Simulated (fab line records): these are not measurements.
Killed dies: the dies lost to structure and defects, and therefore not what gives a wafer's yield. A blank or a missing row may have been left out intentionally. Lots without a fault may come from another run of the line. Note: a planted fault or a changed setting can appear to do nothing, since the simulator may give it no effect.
Which tool was responsible? -- flow nandHarc -- Sampling: 11 lots, 33 wafers, 5 of 1302 route steps

WHAT EACH GAUGE READ, for each wafer
NHARC_A_SGD_CUT_THK_MEAS_22: measures by ellipsometry. Usual: 147.8 nm for thkNm, sd 1.8.
lot,measured,on,thkNm (nm),flag
L852,day 19 05:02,filmMetro-01,149.3 149.3 150.3,
L853,day 19 21:31,filmMetro-01,148.7 146.2 148.1,
L855,day 20 22:34,filmMetro-02,144.5 145.6 151.9,
L856,day 20 22:35,filmMetro-01,146.3 148.5 150.1,
L866,day 25 02:16,filmMetro-01,148.9 146.6 145.8,
L865,day 25 17:47,filmMetro-02,149.2 151.9 149.1,
L869,day 27 01:02,filmMetro-01,144.8 146.2 147.0,
L870,day 27 01:11,filmMetro-01,149.4 145.6 148.5,
L871,day 27 18:10,filmMetro-02,146.3 147.5 150.2,
L872,day 27 18:20,filmMetro-01,146.9 149.1 149.1,
L874,day 28 14:40,filmMetro-02,148.5 149.7 148.5,

NHARC_END_SORT_01. Usual: killedAtArray 56, standard deviation 20; killedAtOther 0.9, standard deviation 1.1; killedAtPeriphery 3.7, standard deviation 3; killedDies 61, standard deviation 21; killedOpen 2.9, standard deviation 1.6; killedShort 2.6, standard deviation 1.4.
lot,measured,on,killedAtArray,killedAtOther,killedAtPeriphery,killedDies,killedOpen,killedShort,flag
L866,day 29 22:22,prober-01,75 59 58,0 1 0,10 8 6,85 68 64,7 2 0,4 3 2,

TOOL THAT RAN EACH LOT (tool first, then ch and the chambers of the sampled wafers, then the start)
lot,NHARC_A_STAIRCASE_ETCHBACK_157,NHARC_A_SGD_CUT_ETCH_58,NHARC_A_SGD_CUT_ETCH_59
L852,"rieDiel-13 ch 1,3, day 18 19:41","rieDiel-11 ch 0,1,3, day 18 21:38","rieDiel-11 ch 2,3, day 19 05:02 or earlier"
L853,"rieDiel-04 ch 0,2,3, day 19 13:13","rieDiel-11 ch 0,2,3, day 19 15:04","rieDiel-11 ch 0,2,3, day 19 21:31 or earlier"
L855,"rieDiel-04 ch 0,2,3, day 20 14:44","rieDiel-11 ch 2,3, day 20 16:38","rieDiel-11 ch 0,1,2, day 20 22:34 or earlier"
L856,"rieDiel-13 ch 1,2,3, day 20 14:47","rieDiel-09 ch 1,2,3, day 20 16:47","rieDiel-09 ch 0,1,2, day 20 22:35 or earlier"
L866,"rieDiel-13 ch 0,2,3, day 24 18:26","rieDiel-09 ch 0,2,3, day 24 20:21","rieDiel-09 ch 1,2,3, day 25 02:16 or earlier"
L865,"rieDiel-04 ch 2,3, day 25 05:51","rieDiel-09 ch 2,3, day 25 07:49","rieDiel-09 ch 0,1, day 25 17:47 or earlier"
L869,"rieDiel-04 ch 1,2, day 26 17:05","rieDiel-11 ch 0,1,2, day 26 19:00","rieDiel-11 ch 1,2, day 27 01:02 or earlier"
L870,"rieDiel-13 ch 0,1, day 26 18:19","rieDiel-07 ch 1,2,3, day 26 20:17","rieDiel-07 ch 0,2,3, day 27 01:11 or earlier"
L871,"rieDiel-01 ch 0,3, day 27 10:25","rieDiel-11 ch 0,3, day 27 12:15","rieDiel-11 ch 0,1, day 27 18:10 or earlier"
L872,"rieDiel-04 ch 0,2,3, day 27 10:45","rieDiel-07 ch 0,1, day 27 12:39","rieDiel-07 ch 0,1,2, day 27 18:20 or earlier"
L874,"rieDiel-01 ch 0,3, day 28 06:32","rieDiel-09 ch 0,3, day 28 08:25","rieDiel-09 ch 2,3, day 28 14:40 or earlier"
- NHARC_A_STAIRCASE_ETCHBACK_157: etches the open film in CH3F/O2, target depth 90 nm, time 167.14 s.
- NHARC_A_SGD_CUT_ETCH_58: etches the open film in CF4, target depth 39 nm, time 65 s.
- NHARC_A_SGD_CUT_ETCH_59: etches the open film in N2/H2, target depth 260 nm, time 406.25 s.

AS READ BY THE TOOLS THEMSELVES (means over the sampled wafers that have a number; for cases with no such wafer, the mark the record gives instead)
NHARC_A_STAIRCASE_ETCHBACK_157. Usual: drypumpMotorCurrentA 5.8 A, standard deviation 0.44; mfcArSccm 200.0 sccm, standard deviation 0.64; oesProductAu 0.96 a.u., standard deviation 0.03; rfVppV 244.9 V, standard deviation 1.8; showerheadPlenumPTorr 2.50 Torr, standard deviation 0.11; throttleValvePct 20.663 %, standard deviation 0.0082.
lot,tool,drypumpMotorCurrentA (A),mfcArSccm (sccm),oesProductAu (a.u.),rfVppV (V),showerheadPlenumPTorr (Torr),throttleValvePct (%),flag
L852,rieDiel-13,6.1,199.6,0.92,247.0,2.65,20.664,
L853,rieDiel-04,5.8,200.4,0.99,245.0,2.49,20.663,
L855,rieDiel-04,5.8,199.2,0.94,244.8,2.49,20.663,
L856,rieDiel-13,5.9,199.8,0.95,245.5,2.55,20.663,
L866,rieDiel-13,5.7,200.0,1.00,245.3,2.52,20.664,
L865,rieDiel-04,5.8,199.3,1.01,243.7,2.44,20.667,
L869,rieDiel-04,5.8,200.5,0.96,242.9,2.35,20.656,
L870,rieDiel-13,6.1,200.2,0.95,246.4,2.60,20.659,
L871,rieDiel-01,5.2,200.1,0.96,245.0,2.54,20.665,
L872,rieDiel-04,5.7,199.5,0.95,243.9,2.47,20.659,
L874,rieDiel-01,5.2,200.2,0.95,245.0,2.50,20.665,

NHARC_A_SGD_CUT_ETCH_58. Usual: drypumpMotorCurrentA is 5.8 A with standard deviation 0.5, mfcArSccm is 0.005 sccm with standard deviation 0.0054, oesProductAu is 1.001 a.u. with standard deviation 0.016, rfVppV is 151.0 V with standard deviation 1.2, runLengthS is 86.1 s with standard deviation 0.45, showerheadPlenumPTorr is 1.76 Torr with standard deviation 0.073, and throttleValvePct is 13.283 % with standard deviation 0.0095.
lot,tool,drypumpMotorCurrentA (A),mfcArSccm (sccm),oesProductAu (a.u.),rfVppV (V),runLengthS (s),showerheadPlenumPTorr (Torr),throttleValvePct (%),flag
L852,rieDiel-11,6.4,0.007,1.000,151.5,86.0,1.77,13.287,
L853,rieDiel-11,6.2,0.010,1.010,151.2,86.4,1.76,13.282,
L855,rieDiel-11,5.7,0.008,0.999,151.9,86.3,1.81,13.285,
L856,rieDiel-09,6.0,0.000,1.001,151.9,85.8,1.83,13.282,
L866,rieDiel-09,6.1,0.003,0.999,151.3,98.9,1.79,13.285,OFF
L865,rieDiel-09,6.1,0.000,1.002,152.4,98.8,1.82,13.286,OFF
L869,rieDiel-11,6.1,0.009,0.985,150.9,85.7,1.78,13.286,
L870,rieDiel-07,5.1,0.005,1.005,149.6,86.6,1.66,13.285,
L871,rieDiel-11,6.5,0.009,1.009,150.9,86.4,1.75,13.280,
L872,rieDiel-07,5.5,0.004,1.026,149.8,86.0,1.70,13.288,
L874,rieDiel-09,6.2,0.006,0.994,151.1,85.8,1.76,13.279,

NHARC_A_SGD_CUT_ETCH_59. Usual: drypumpMotorCurrentA is 5.8 A with standard deviation 0.49, mfcArSccm is 0.005 sccm with standard deviation 0.0054, oesProductAu is 0.999 a.u. with standard deviation 0.017, rfVppV is 430.3 V with standard deviation 2.7, runLengthS is 427.4 s with standard deviation 0.47, showerheadPlenumPTorr is 2.03 Torr with standard deviation 0.095, and throttleValvePct is 14.172 % with standard deviation 0.0098.
lot,tool,drypumpMotorCurrentA (A),mfcArSccm (sccm),oesProductAu (a.u.),rfVppV (V),runLengthS (s),showerheadPlenumPTorr (Torr),throttleValvePct (%),flag
L852,rieDiel-11,6.1,0.006,0.980,432.2,427.8,2.08,14.176,
L853,rieDiel-11,6.2,0.010,1.014,430.2,427.6,2.03,14.172,
L855,rieDiel-11,6.1,0.009,1.003,431.0,427.1,2.06,14.167,
L856,rieDiel-09,6.0,0.003,0.998,430.9,427.6,2.07,14.179,
L866,rieDiel-09,6.0,0.000,0.993,432.5,427.3,2.11,14.177,
L865,rieDiel-09,5.9,0.003,0.987,431.4,427.4,2.08,14.177,
L869,rieDiel-11,5.6,0.006,0.980,433.4,427.3,2.13,14.172,
L870,rieDiel-07,5.3,0.001,0.994,428.1,427.6,1.93,14.173,
L871,rieDiel-11,6.3,0.006,0.997,430.9,426.9,2.07,14.175,
L872,rieDiel-07,5.3,0.005,1.008,427.3,427.5,1.92,14.176,
L874,rieDiel-09,6.1,0.000,1.013,433.0,427.2,2.11,14.177,

THE ANSWER, worked out from the rows above alone
Rule: take the mean of a lot's wafers that have a number; if it is more than 3 standard deviations from the usual mean, the lot is off. Also off: a lot with no number at a reading for which 4 or more lots have one. All remaining lots with rows at the step are treated as sound. The gauges are gone through in route order, then the tools' own readings, and for those a lot's mean is taken as printed above. At the first step where some lot is off, the reading lying furthest off is the one used; lots without a number count as furthest.
Off, at NHARC_A_SGD_CUT_ETCH_58 on runLengthS: L866, L865.
A tool fits if, at that step or a process step before it, it ran every lot that is off, and no sound lot after the first of them. Of those tried, none fits.

WHAT THE SIMULATOR PUT IN
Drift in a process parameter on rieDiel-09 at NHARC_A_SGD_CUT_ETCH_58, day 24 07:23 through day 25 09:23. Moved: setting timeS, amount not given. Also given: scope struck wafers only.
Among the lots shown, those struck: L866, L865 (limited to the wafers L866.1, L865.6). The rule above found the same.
